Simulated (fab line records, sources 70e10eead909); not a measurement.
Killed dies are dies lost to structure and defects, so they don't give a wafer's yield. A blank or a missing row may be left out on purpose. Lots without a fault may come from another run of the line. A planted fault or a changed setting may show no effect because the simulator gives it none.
fab line records | flow nand_harc
record lots=13 wafers=37 last_day=24
route steps=1159 shown A_CONTACT@859 END@1159
lots that met no fault: from a run of the same line without faults
start_h: hours from the record's first day to the start of the lot's first wafer shown | wait_h: hours since the lot's step before | " the same as in the row above | L1.1+2: a row that stands for several wafers | - no value, or no start given | * or withheld: withheld | < > ~ a bound
route shown NAME@n: a module of which the file shows steps, and the number in the route of the first | usual: mean/standard deviation of fault-free wafers | same: alike in all rows | chamber/n: place in a boat | sites: the reading at each site | _std_site: their standard deviation | _edge_site: outer sites' mean less inner sites' | radius_mm: how far each site lies from the wafer's centre | mask NAME#n: copy n | behind: the tool/chamber that last shaped the wafer | hold: why the lot was held/for how many hours/how that ended | device: the transistor (n, p or np) that didn't switch | end of line: the same wafers' tests at the end of the route | a step without rows: its recipe alone | killed: dies lost to structure and defects at the first sort, not the wafer's yield | map: a wafer's dies, x killed, . not, _ none there
set.NAME: the setting as run; set.NAME@STEP: as run at that earlier step | model.NAME: the simulator's own value behind a step, which no gauge read
steps of the route over a sample of lots; a table a step, a row a wafer
services: from which hour (start_h, from the record's first day; less than 0 if before it) a tool's chamber was out of use, for how many hours, and why
## steps
# step NHARC_A_CONTACT_ETCH_49
# recipe target_depth_a=2600 over_etch_frac=0.3 time_s=475.3 ion_energy_ev=200 n2_flow_sccm=150 h2_flow_sccm=150 ar_flow_sccm=0 rf_w=400 bias_w=150 chemistry=N2/H2
# usual drypump_motor_current_A=5.82/0.27 oes_product_au=0.999/0.01 rf_vpp_V=429.5/2.7 run_length_s=496.6/0.37 showerhead_plenum_p_Torr=2.01/0.093 throttle_valve_pct=14.170/0.0096
# columns lot.wafer tool chamber start_h wait_h drypump_motor_current_A oes_product_au rf_hours_counter_h rf_vpp_V run_length_s showerhead_plenum_p_Torr throttle_valve_pct
L783.4 rie_diel-09 1 365.64 - 5.45 1.010 18 427.9 496.4 1.92 14.164
L783.5 " 1 " " 5.45 1.013 - 426.6 496.5 1.92 14.158
L783.6 " 2 " " 6.00 0.983 - 425.7 496.7 1.88 14.160
L784.1 rie_diel-09 1 369.01 - 5.47 1.020 19 428.4 496.6 1.92 14.181
L784.2 " 2 " " 6.03 0.987 19 426.2 496.5 1.88 14.156
L784.5 " 0 " " 5.76 1.002 - 426.5 496.4 1.93 14.182
L785.1 rie_diel-09 3 402.00 - 6.08 1.013 29 431.9 382.3 2.07 14.160
L785.6 " 2 " " 6.00 0.983 - 424.6 496.5 1.88 14.159
L785.5 " 3 " " 6.10 1.008 - 432.2 497.0 2.07 14.165
L786.2 rie_diel-09 0 409.41 - 5.78 0.981 27 427.2 382.1 1.93 14.158
L786.3 " 1 " " 5.49 1.007 26 427.8 496.4 1.92 14.160
L791.1 rie_diel-09 3 425.59 - 6.09 1.006 33 431.8 382.7 2.07 14.169
L791.5 " 2 " " 5.98 0.974 - 426.4 497.3 1.87 14.173
L796.4 rie_diel-03 2 439.98 - 5.88 1.003 14 434.3 496.5 2.11 14.172
L796.6 " 1 " " 5.65 0.985 - 429.4 496.4 2.04 14.180
L796.5 " 2 " " 5.87 1.002 - 431.3 496.5 2.11 14.183
L798.1 rie_diel-03 3 463.17 - 5.73 1.018 25 427.7 496.0 1.93 14.168
L798.2 " 1 " " 5.64 0.990 27 432.3 496.2 2.03 14.170
L798.4 " 2 " " 5.88 1.000 25 433.6 496.8 2.10 14.179
L799.2 rie_diel-03 3 470.28 - 5.71 1.005 28 427.0 496.0 1.93 14.172
L799.3 " 0 " " 5.89 0.995 29 431.2 496.7 2.01 14.168
L799.6 " 2 " " 5.89 1.006 - 431.7 496.7 2.10 14.162
L801.3 rie_diel-02 2 484.27 - 5.66 1.002 55 428.8 496.2 1.96 14.162
L801.5 " 1 " " 5.08 0.994 - 434.7 496.3 2.20 14.181
L801.6 " 2 " " 5.66 1.001 - 425.9 496.8 1.96 14.159
L802.2 rie_diel-09 0 488.54 - 5.78 1.002 9 428.4 496.7 1.92 14.185
L802.1 " 1 " " 5.47 1.004 9 428.0 496.3 1.91 14.168
L802.6 " 1 " " 5.48 1.009 - 427.2 496.9 1.91 14.168
L800.1 rie_diel-02 0 489.71 - 6.28 1.004 55 427.9 496.5 1.95 14.181
L800.3 " 1 " " 5.08 1.003 53 434.4 496.3 2.20 14.178
L800.4 " 3 " " 6.43 1.002 55 433.7 497.5 2.20 14.174
L803.3 rie_diel-09 0 493.67 - 5.78 1.004 10 427.2 496.7 1.92 14.189
L803.5 " 3 " " 6.12 0.998 - 431.9 497.0 2.06 14.178
L803.6 " 0 " " 5.77 1.003 - 427.1 496.5 1.92 14.176
L804.2 rie_diel-03 2 504.53 - 5.88 1.007 39 432.0 496.5 2.10 14.169
L804.1 " 3 " " 5.72 1.006 39 427.6 496.1 1.92 14.171
L804.4 " 1 " " 5.64 0.991 41 429.6 496.7 2.03 14.183
# step NHARC_A_CONTACT_ETCH_117
# recipe source_w=withheld pressure_mtorr=20 bias_v=3000 time_s=94 target_depth_a=9220 ar_flow_sccm=withheld c4f8_flow_sccm=withheld o2_flow_sccm=withheld chemistry=C4F8/O2/Ar
# usual run_length_s=94/0
# columns lot.wafer tool chamber start_h wait_h rf_hours_counter_h run_length_s
L783.4 har_cap_etch-03 1 367.65 0.1 - 94
L783.6 " 0 " " - 94
L783.5 " 1 " " - 94
L784.1 har_cap_etch-01 1 370.67 0.1 55 94
L784.2 " 0 " " 55 94
L784.5 " 1 " " - 94
L785.1 har_cap_etch-03 1 403.94 0.1 89 94
L785.6 " 0 " " - 94
L785.5 " 1 " " - 94
L786.2 har_cap_etch-02 1 411.36 0.1 14 94
L786.3 " 1 " " - 94
L791.1 har_cap_etch-03 0 427.29 0.1 92 94
L791.5 " 0 " " - 94
L796.4 har_cap_etch-03 1 442.83 0.1 - 94
L796.5 " 1 " " - 94
L796.6 " 0 " " - 94
L798.2 har_cap_etch-02 0 464.91 0.1 23 94
L798.1 " 1 " " 23 94
L798.4 " 0 " " - 94
L799.2 har_cap_etch-01 1 471.97 0.1 73 94
L799.3 " 0 " " - 94
L799.6 " 0 " " - 94
L801.3 har_cap_etch-03 0 486.25 0.1 - 94
L801.6 " 0 " " - 94
L801.5 " 1 " " - 94
L802.2 har_cap_etch-02 1 490.29 0.1 28 94
L802.1 " 0 " " 28 94
L802.6 " 0 " " - 94
L800.1 har_cap_etch-03 0 491.53 0.1 104 94
L800.4 " 1 " " - 94
L800.3 " 0 " " - 94
L803.3 har_cap_etch-02 0 495.41 0.1 - 94
L803.5 " 0 " " - 94
L803.6 " 1 " " - 94
L804.2 har_cap_etch-01 1 506.27 0.1 81 94
L804.1 " 0 " " 81 94
L804.4 " 1 " " - 94
# step NHARC_A_CONTACT_ETCH_118
# recipe source_w=withheld pressure_mtorr=20 bias_v=3000 time_s=94 target_depth_a=9220 ar_flow_sccm=withheld c4f8_flow_sccm=withheld o2_flow_sccm=withheld chemistry=C4F8/O2/Ar
# usual run_length_s=94/0
# columns lot.wafer tool chamber start_h wait_h rf_hours_counter_h run_length_s
L783.4 har_cap_etch-03 1 367.77 0.1 - 94
L783.6 " 0 " " - 94
L783.5 " 1 " " - 94
L784.1 har_cap_etch-01 1 370.76 0.1 55 94
L784.2 " 0 " " 55 94
L784.5 " 1 " " - 94
L785.1 har_cap_etch-03 1 404.06 0.1 89 94
L785.6 " 0 " " - 94
L785.5 " 1 " " - 94
L786.2 har_cap_etch-02 1 411.48 0.1 14 94
L786.3 " 1 " " - 94
L791.1 har_cap_etch-03 0 427.38 0.1 92 94
L791.5 " 0 " " - 94
L796.4 har_cap_etch-03 1 442.99 0.1 - 94
L796.5 " 1 " " - 94
L796.6 " 0 " " - 94
L798.2 har_cap_etch-02 0 465.00 0.1 24 94
L798.1 " 1 " " 24 94
L798.4 " 0 " " - 94
L799.2 har_cap_etch-01 1 472.06 0.1 74 94
L799.3 " 0 " " - 94
L799.6 " 0 " " - 94
L801.3 har_cap_etch-03 0 486.37 0.1 - 94
L801.6 " 0 " " - 94
L801.5 " 1 " " - 94
L802.2 har_cap_etch-02 1 490.38 0.1 28 94
L802.1 " 0 " " 28 94
L802.6 " 0 " " - 94
L800.1 har_cap_etch-03 0 491.62 0.1 104 94
L800.4 " 1 " " - 94
L800.3 " 0 " " - 94
L803.3 har_cap_etch-02 0 495.50 0.1 - 94
L803.5 " 0 " " - 94
L803.6 " 1 " " - 94
L804.2 har_cap_etch-01 1 506.36 0.1 81 94
L804.1 " 0 " " 81 94
L804.4 " 1 " " - 94
# step NHARC_A_CONTACT_ETCH_123
# recipe source_w=withheld pressure_mtorr=20 bias_v=400 time_s=253 target_depth_a=10900 ar_flow_sccm=withheld c4f8_flow_sccm=11.5 o2_flow_sccm=7.2 chemistry=C4F8/O2/Ar
# usual run_length_s=284.3/0.51
# columns lot.wafer tool chamber start_h wait_h rf_hours_counter_h run_length_s
L783.4 har_cap_etch-03 1 368.53 0.3 - 284.7
L783.6 " 0 " " - 284.6
L783.5 " 1 " " - 285.5
L784.1 har_cap_etch-01 1 371.22 0.1 56 283.9
L784.2 " 0 " " 56 283.8
L784.5 " 1 " " - 283.6
L785.1 har_cap_etch-03 1 404.72 0.2 89 284.8
L785.6 " 0 " " - 284.2
L785.5 " 1 " " - 284.8
L786.2 har_cap_etch-02 1 412.09 0.1 14 284.4
L786.3 " 1 " " - 285.1
L791.1 har_cap_etch-03 0 427.83 0.1 93 284.9
L791.5 " 0 " " - 284.3
L796.4 har_cap_etch-03 1 443.95 0.3 - 284.7
L796.5 " 1 " " - 284.7
L796.6 " 0 " " - 284.2
L798.2 har_cap_etch-02 0 465.46 0.1 24 284.0
L798.1 " 1 " " 24 284.5
L798.4 " 0 " " - 283.9
L799.2 har_cap_etch-01 1 472.56 0.1 74 283.7
L799.3 " 0 " " - 283.5
L799.6 " 0 " " - 284.0
L801.3 har_cap_etch-03 0 487.08 0.2 - 284.5
L801.6 " 0 " " - 284.3
L801.5 " 1 " " - 284.8
L802.2 har_cap_etch-02 1 490.84 0.1 29 284.4
L802.1 " 0 " " 29 284.5
L802.6 " 0 " " - 284.0
L800.1 har_cap_etch-03 0 492.11 0.1 105 284.2
L800.4 " 1 " " - 284.6
L800.3 " 0 " " - 284.4
L803.3 har_cap_etch-02 0 496.04 0.2 - 284.2
L803.5 " 0 " " - 284.3
L803.6 " 1 " " - 284.6
L804.2 har_cap_etch-01 1 506.82 0.1 81 283.9
L804.1 " 0 " " 81 284.1
L804.4 " 1 " " - 283.9
# step NHARC_END_SORT_01
# recipe temp_c=25
# usual killed_at_array=28/11 killed_at_other=0.5/0.85 killed_at_periphery=2.7/1.9 killed_dies=32/12 killed_open=3.3/1.6 killed_short=2.1/1.5
# same gross_dies=677
# columns lot.wafer tool chamber start_h wait_h killed_at_array killed_at_other killed_at_periphery killed_dies killed_open killed_short
L785.1 prober-01 0 480.53 2.5 133 0 4 137 6 1
L785.5 prober-01 0 483.72 3.7 24 0 2 26 3 2
L785.6 prober-01 0 484.52 4.0 20 0 3 23 1 2
L786.2 prober-01 0 489.13 2.8 89 0 5 94 4 3
L786.3 prober-01 0 489.93 3.1 24 0 4 28 1 1
L791.1 prober-02 0 493.25 2.5 107 1 5 113 4 4
L791.5 prober-02 0 496.47 3.7 16 0 3 19 4 3
# killed by level:class
L785.1 A_CONTACT:area_etch=118 A_CHANNEL_HOLE_D1:chamber_film_flake=5 A_CONTACT:chamber_film_flake=3 P_M0:chamber_film_flake=2 A_STAIRCASE:chamber_film_flake=2 P_CONTACT:geometric_particle:open=1 P_M1:geometric_particle:short=1 A_SGD_CUT:geometric_particle:open=1
L785.5 A_CHANNEL_HOLE_D1:chamber_film_flake=11 A_BLC:chamber_film_flake=5 A_STAIRCASE:chamber_film_flake=2 A_CONTACT:chamber_film_flake=2 P_GATE:geometric_particle:short=1 P_GATE:geometric_particle:open=1 A_CHANNEL_HOLE_D1:geometric_particle:open=1 A_WL_FILL:geometric_particle:short=1
L785.6 A_BLC:chamber_film_flake=8 A_CHANNEL_HOLE_D1:chamber_film_flake=6 P_STI:chamber_film_flake=2 A_STAIRCASE:chamber_film_flake=2 A_CONTACT:chamber_film_flake=2 P_M1:geometric_particle:short=1 A_CHANNEL_FILL_D1:geometric_particle:short=1 A_CONTACT:geometric_particle:open=1
L786.2 A_CONTACT:area_etch=67 A_SLIT:chamber_film_flake=11 A_WL_FILL:chamber_film_flake=3 P_ZERO_WELL:chamber_film_flake=2 P_GATE:geometric_particle:open=1 A_ONON_D1:geometric_particle:open=1 A_ONON_D1:geometric_particle:short=1 A_CHANNEL_FILL_D1:geometric_particle:open=1
L786.3 A_SLIT:chamber_film_flake=13 A_CHANNEL_HOLE_D1:chamber_film_flake=5 A_STAIRCASE:chamber_film_flake=4 P_BONDPAD:chamber_film_flake=3 P_M0:geometric_particle:open=1 A_SOURCE_PLATE:geometric_particle:short=1 A_WL_FILL:chamber_film_flake=1
L791.1 A_CONTACT:area_etch=79 A_CONTACT:chamber_film_flake=10 A_CHANNEL_HOLE_D1:chamber_film_flake=5 A_BONDPAD:chamber_film_flake=4 A_CHANNEL_FILL_D1:chamber_film_flake=2 P_STI:geometric_particle:open=1 P_M0:geometric_particle:short=1 A_SOURCE_PLATE:geometric_particle:open=1
L791.5 A_CONTACT:chamber_film_flake=6 A_BONDPAD:chamber_film_flake=3 P_CONTACT:geometric_particle:open=2 A_WL_FILL:geometric_particle:short=2 A_CHANNEL_HOLE_D1:chamber_film_flake=2 P_GATE:geometric_particle:short=1 A_SOURCE_PLATE:geometric_particle:open=1 A_WL_FILL:geometric_particle:open=1
## services
# columns tool chamber start_h hours kind
rie_diel-09 2 350.26 6.1 repair
rie_diel-09 0 361.42 - clean
rie_diel-09 1 361.42 - clean
rie_diel-09 2 361.42 - clean
rie_diel-09 3 361.42 - clean
rie_diel-03 1 362.93 8.5 repair
rie_diel-09 0 385.92 - clean
rie_diel-09 1 385.92 - clean
rie_diel-09 2 385.92 - clean
rie_diel-09 3 385.92 - clean
rie_diel-03 - 392.40 9.0 pm
rie_diel-09 0 410.74 - clean
rie_diel-09 1 410.74 - clean
rie_diel-09 2 410.74 - clean
rie_diel-09 3 410.74 - clean
rie_diel-09 1 416.14 3.3 repair
rie_diel-09 - 431.41 9.0 pm
rie_diel-09 0 431.41 9.0 vent_cycle
rie_diel-09 1 431.41 9.0 vent_cycle
rie_diel-09 2 431.41 9.0 vent_cycle
rie_diel-09 3 431.41 9.0 vent_cycle
rie_diel-02 1 467.53 6.4 repair
rie_diel-03 0 486.63 5.8 repair
rie_diel-02 - 505.06 9.0 pm
## key
first_sign step=NHARC_A_CONTACT_ETCH_49 reading=run_length_s direction=down sigmas=99+ usual=* struck=*
effect step=NHARC_END_SORT_01 reading=killed_at_array direction=up sigmas=7.2 usual=28 struck=110
more_kills_born_at NHARC_A_CONTACT_ETCH_49@rie_diel-09=264
met_at NHARC_A_CONTACT_ETCH_49
struck_lots L785,L786,L791
struck_wafers L785.1,L786.2,L791.1
tester_left_out L785,L786,L791
not_acting_at NHARC_A_CONTACT_ETCH_117,NHARC_A_CONTACT_ETCH_118,NHARC_A_CONTACT_ETCH_123
onset_between 369.01 402.00
fault kind=process_parameter_drift tool=rie_diel-09 chamber=- onset_h=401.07 steps=NHARC_A_CONTACT_ETCH_49 channel=time_s offset=* shape=step end_h=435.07 scope=struck_wafers_only acts_in=* stated=*
# tester_left_out: of these lots the tester's yield and bins aren't shown, on N5 and GAA mostly nor the transistor test; their killed dies are dies lost to structure and defects alone, not to doping, threshold or leakage, so they don't give the yield
